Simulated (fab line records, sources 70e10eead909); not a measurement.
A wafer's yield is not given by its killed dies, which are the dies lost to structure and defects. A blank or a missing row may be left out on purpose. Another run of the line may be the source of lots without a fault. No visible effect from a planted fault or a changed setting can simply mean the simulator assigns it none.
Matching of chambers | flow nand_harc | NHARC_A_DECK1_JOINT_CMP_02 on cmp-02 has 4 sister chambers
The step polishes SiOx. 4 wafers are shown with their chamber, then 7 later ones without.

## WAFERS, EACH WITH ITS CHAMBER
wafer  | chamber | motor_current_A (A)
L755.5 | 0       | 10.5
L759.5 | 3       | 13.5
L762.2 | 1       | 10.6
L762.4 | 2       | 14.0

## WAFERS MISSING THEIR CHAMBER
wafer  | motor_current_A (A)
L762.6 | 10.4
L765.1 | 10.5
L765.3 | 13.1
L765.6 | 9.7
L766.1 | 14.0
L766.4 | 10.2
L766.5 | 10.5

## CHAMBER TAKEN BY EACH
wafer  | from the rows above     | in truth
L762.6 | can't be placed: 0 or 1 | 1
L765.1 | can't be placed: 0 or 1 | 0
L765.3 | can't be placed: 3 or 2 | 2
L765.6 | can't be placed: 0 or 1 | 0
L766.1 | can't be placed: 2 or 3 | 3
L766.4 | can't be placed: 0 or 1 | 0
L766.5 | can't be placed: 0 or 1 | 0
0 of 7 placed correctly. From these rows, 7 cannot be placed; in 7 the true chamber is one of the candidates. Number placed wrongly: 0.
How it was worked out, from the rows above alone: a wafer's distance from a chamber is the root of the sum, over the readings, of the square of ((its reading less the chamber's mean) divided by the reading's scatter). If the next closest chamber is less than 2 further off than the closest, the wafer can't be placed; otherwise it belongs to the closest. A chamber's mean is the mean of its shown wafers. The scatter: root of mean squared gap, hidden wafer to nearest shown wafer, with one shown wafer a chamber.
